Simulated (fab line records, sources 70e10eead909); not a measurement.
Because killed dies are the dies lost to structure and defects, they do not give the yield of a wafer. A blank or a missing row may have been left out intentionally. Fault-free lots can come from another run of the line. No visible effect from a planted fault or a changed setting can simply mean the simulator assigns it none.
Which of the tools did it? -- flow nand-harc -- Sampling: 24 lots, 72 wafers, 4 of 1159 route steps

WHAT EACH GAUGE READ, for each wafer
NHARC_A_CHANNEL_HOLE_D1_CD_MEAS_18.
lot,measured,on,cd-nm (nm)
L074,day 8 07:06,cd-sem-03,96.8 100.0 100.1
L075,day 8 15:04,cd-sem-03,97.7 100.3 94.9
L076,day 8 18:46,cd-sem-03,99.6 93.5 95.0
L077,day 8 22:04,cd-sem-01,102.0 102.7 98.7
L078,day 9 08:22,cd-sem-03,100.3 98.7 99.8
L079,day 9 18:50,cd-sem-03,100.1 98.1 99.0
L080,day 9 18:40,cd-sem-01,96.8 98.4 96.2
L081,day 10 04:01,cd-sem-02,99.7 98.7 100.2
L082,day 10 03:44,cd-sem-02,95.3 99.4 98.8
L083,day 10 14:31,cd-sem-01,98.4 101.3 99.6
L084,day 10 14:20,cd-sem-03,104.3 95.3 96.9
L085,day 11 09:50,cd-sem-02,101.5 91.1 97.2
L087,day 11 09:31,cd-sem-01,95.1 101.3 102.4
L086,day 11 10:04,cd-sem-03,100.0 97.1 94.1
L088,day 11 21:28,cd-sem-03,102.0 95.1 93.4
L089,day 12 05:23,cd-sem-03,101.0 101.1 96.8
L090,day 12 05:14,cd-sem-02,96.4 95.1 95.3
L091,day 12 05:50,cd-sem-01,100.2 95.3 100.1
L092,day 12 17:37,cd-sem-01,96.6 93.1 97.5
L093,day 13 03:29,cd-sem-01,94.8 97.0 90.7
L094,day 13 03:41,cd-sem-01,92.7 101.7 99.9
L096,day 13 16:48,cd-sem-01,102.3 99.7 100.7
L095,day 13 18:44,cd-sem-02,98.4 97.0 99.4
L097,day 13 17:01,cd-sem-02,101.7 90.8 95.4

TOOL THAT RAN EACH LOT (tool first, then ch and the chambers of the sampled wafers, then the start)
lot,NHARC_P_M2_PRE_CLEAN_30,NHARC_P_BONDPAD_ETCH_37,NHARC_A_CHANNEL_HOLE_D1_DEP_00
L074,"pvd-sputter-01, day 6 08:53 or earlier","rie-diel-03 ch 0,1,3, day 6 08:53","acl-dep-03 ch 0, day 8 03:08"
L075,"pvd-sputter-03, day 6 17:08 or earlier","rie-diel-03 ch 0,2,3, day 6 17:08","acl-dep-01 ch 0, day 8 11:20"
L076,"pvd-sputter-02, day 6 18:59 or earlier","rie-diel-13 ch 0,2,3, day 6 18:59","acl-dep-02 ch 0, day 8 14:45"
L077,"pvd-sputter-03, day 7 01:23 or earlier","rie-diel-13 ch 1,2, day 7 01:23","acl-dep-01 ch 0, day 8 18:13"
L078,"pvd-sputter-03, day 7 11:24 or earlier","rie-diel-03 ch 1,2,3, day 7 11:24","acl-dep-01 ch 0, day 9 05:10"
L079,"pvd-sputter-03, day 7 19:22 or earlier","rie-diel-03 ch 2,3, day 7 19:22","acl-dep-01 ch 0, day 9 14:52"
L080,"pvd-sputter-02, day 7 22:17 or earlier","rie-diel-01 ch 0,1,3, day 7 22:17","acl-dep-02 ch 0, day 9 15:02"
L081,"pvd-sputter-03, day 8 08:00 or earlier","rie-diel-03 ch 2,3, day 8 08:00","acl-dep-01 ch 0, day 10 00:17"
L082,"pvd-sputter-02, day 8 08:34 or earlier","rie-diel-03 ch 1,3, day 8 08:34","acl-dep-03 ch 0, day 10 00:14"
L083,"pvd-sputter-02, day 8 19:34 or earlier","rie-diel-03 ch 0,2,3, day 8 19:34","acl-dep-02 ch 0, day 10 10:53"
L084,"pvd-sputter-03, day 8 20:34 or earlier","rie-diel-03 ch 0,1,3, day 8 20:34","acl-dep-01 ch 0, day 10 10:25"
L085,"pvd-sputter-01, day 9 09:28 or earlier","rie-diel-03 ch 1,2,3, day 9 09:28","acl-dep-03 ch 0, day 11 05:50"
L087,"pvd-sputter-03, day 9 10:42 or earlier","rie-diel-03 ch 0,2,3, day 9 10:42","acl-dep-01 ch 0, day 11 05:32"
L086,"pvd-sputter-03, day 9 11:20 or earlier","rie-diel-01 ch 0,2,3, day 9 11:20","acl-dep-02 ch 0, day 11 06:07"
L088,"pvd-sputter-01, day 9 19:52 or earlier","rie-diel-03 ch 2,3, day 9 19:52","acl-dep-03 ch 0, day 11 17:37"
L089,"pvd-sputter-01, day 10 10:05 or earlier","rie-diel-13 ch 2,3, day 10 10:05","acl-dep-01 ch 0, day 12 01:46"
L090,"pvd-sputter-01, day 10 12:32 or earlier","rie-diel-03 ch 0,1,3, day 10 12:32","acl-dep-03 ch 0, day 12 01:25"
L091,"pvd-sputter-01, day 10 13:23 or earlier","rie-diel-03 ch 1,2,3, day 10 13:23","acl-dep-02 ch 0, day 12 02:13"
L092,"pvd-sputter-02, day 10 22:47 or earlier","rie-diel-03 ch 2,3, day 10 22:47","acl-dep-02 ch 0, day 12 14:05"
L093,"pvd-sputter-03, day 11 08:10 or earlier","rie-diel-03 ch 0,2,3, day 11 08:10","acl-dep-03 ch 0, day 12 23:52"
L094,"pvd-sputter-03, day 11 08:38 or earlier","rie-diel-01 ch 1,2, day 11 08:38","acl-dep-01 ch 0, day 12 23:47"
L096,"pvd-sputter-02, day 11 16:43 or earlier","rie-diel-03 ch 0,1,3, day 11 16:43","acl-dep-02 ch 0, day 13 13:29"
L095,"pvd-sputter-03, day 11 16:55 or earlier","rie-diel-01 ch 0,3, day 11 16:55","acl-dep-02 ch 0, day 13 15:05"
L097,"pvd-sputter-02, day 11 20:15 or earlier","rie-diel-03 ch 1,3, day 11 20:15","acl-dep-03 ch 0, day 13 13:25"
- NHARC_P_M2_PRE_CLEAN_30: time 30 s.
- NHARC_P_BONDPAD_ETCH_37: etches the open film in N2/H2, target depth 60 nm, overetch 18 nm, time 65.91 s.
- NHARC_A_CHANNEL_HOLE_D1_DEP_00: deposits aC, target thk 3100 nm.

WHAT THE TOOLS THEMSELVES READ (means of the sampled wafers that have a number; where no wafer has one, the mark that the record gives instead)
NHARC_P_M2_PRE_CLEAN_30.
lot,tool,heater-power-w (W)
L074,pvd-sputter-01,427
L075,pvd-sputter-03,414
L076,pvd-sputter-02,394
L077,pvd-sputter-03,392
L078,pvd-sputter-03,391
L079,pvd-sputter-03,399
L080,pvd-sputter-02,427
L081,pvd-sputter-03,412
L082,pvd-sputter-02,437
L083,pvd-sputter-02,397
L084,pvd-sputter-03,392
L085,pvd-sputter-01,433
L087,pvd-sputter-03,392
L086,pvd-sputter-03,407
L088,pvd-sputter-01,428
L089,pvd-sputter-01,423
L090,pvd-sputter-01,442
L091,pvd-sputter-01,437
L092,pvd-sputter-02,428
L093,pvd-sputter-03,395
L094,pvd-sputter-03,384
L096,pvd-sputter-02,423
L095,pvd-sputter-03,430
L097,pvd-sputter-02,396

NHARC_P_BONDPAD_ETCH_37.
lot,tool,drypump-motor-current-A (A),h2-flow-sccm (sccm),mfc-ar-sccm (sccm),oes-product-au (a.u.),rf-vpp-V (V),showerhead-plenum-p-Torr (Torr),throttle-valve-pct (%)
L074,rie-diel-03,5.3,149.7,0.017,0.991,431.6,2.08,14.167
L075,rie-diel-03,5.1,149.9,0.027,0.994,432.1,2.12,14.173
L076,rie-diel-13,5.8,150.1,0.000,1.000,432.5,2.10,14.174
L077,rie-diel-13,5.3,150.2,0.000,0.999,431.4,2.09,14.167
L078,rie-diel-03,5.1,150.0,0.017,0.991,432.2,2.12,14.173
L079,rie-diel-03,4.9,149.9,0.025,0.991,434.2,2.18,14.177
L080,rie-diel-01,5.8,150.2,0.014,1.003,430.3,2.04,14.174
L081,rie-diel-03,4.9,149.7,0.027,0.992,432.8,2.16,14.168
L082,rie-diel-03,5.0,150.1,0.015,0.983,433.3,2.14,14.176
L083,rie-diel-03,5.1,150.3,0.027,0.995,431.7,2.12,14.159
L084,rie-diel-03,5.3,149.9,0.017,0.998,431.4,2.08,14.167
L085,rie-diel-03,5.1,150.2,0.017,0.977,432.8,2.12,14.172
L087,rie-diel-03,5.1,149.7,0.027,0.990,432.6,2.12,14.170
L086,rie-diel-01,5.7,150.6,0.018,1.006,433.0,2.11,14.173
L088,rie-diel-03,4.9,150.6,0.025,0.983,434.9,2.18,14.171
L089,rie-diel-13,5.4,150.2,0.000,0.998,431.1,2.02,14.172
L090,rie-diel-03,5.3,150.1,0.017,1.009,430.3,2.08,14.173
L091,rie-diel-03,5.1,150.2,0.017,0.994,432.2,2.12,14.166
L092,rie-diel-03,4.9,149.6,0.027,0.984,433.6,2.15,14.163
L093,rie-diel-03,5.1,150.2,0.027,1.004,432.2,2.12,14.168
L094,rie-diel-01,5.8,150.3,0.031,1.000,432.5,2.08,14.181
L096,rie-diel-03,5.3,149.9,0.017,1.005,431.7,2.08,14.171
L095,rie-diel-01,5.9,150.5,0.006,0.999,431.6,2.08,14.169
L097,rie-diel-03,5.3,150.3,0.007,0.997,430.4,2.08,14.177

NHARC_A_CHANNEL_HOLE_D1_DEP_00.
lot,tool,throttle-valve-pct (%)
L074,acl-dep-03,34.998
L075,acl-dep-01,34.996
L076,acl-dep-02,35.006
L077,acl-dep-01,35.005
L078,acl-dep-01,35.008
L079,acl-dep-01,34.994
L080,acl-dep-02,35.000
L081,acl-dep-01,35.007
L082,acl-dep-03,34.998
L083,acl-dep-02,35.005
L084,acl-dep-01,34.997
L085,acl-dep-03,35.006
L087,acl-dep-01,35.005
L086,acl-dep-02,35.002
L088,acl-dep-03,34.995
L089,acl-dep-01,35.003
L090,acl-dep-03,34.993
L091,acl-dep-02,35.000
L092,acl-dep-02,35.003
L093,acl-dep-03,34.997
L094,acl-dep-01,35.004
L096,acl-dep-02,35.007
L095,acl-dep-02,34.999
L097,acl-dep-03,35.012

THE ANSWER, worked out from the rows above alone
Rule: the usual values come from the lots themselves. The widest of any qualifying gaps counts: lots, ordered by their means at a reading, are off when they make up no more than a third of the lots, leave a main group of 4 or more, and stand apart from it by 3 or more times the standard deviation of that group's means. A main group whose means are all the same, to the digits that the tables above print for the reading, isn't used. Also off: a lot with no number at a reading for which 4 or more lots have one. Any other lot the step has rows for is counted as sound. Order of review: gauges by route order, followed by the tools' own readings, for which a lot's mean as printed above is used. At the first step where some lot is off, the reading lying furthest off is the one used; lots without a number count as furthest.
No lot is off on any of the readings shown, so nothing can be concluded from this.

WHAT WAS PUT IN BY THE SIMULATOR
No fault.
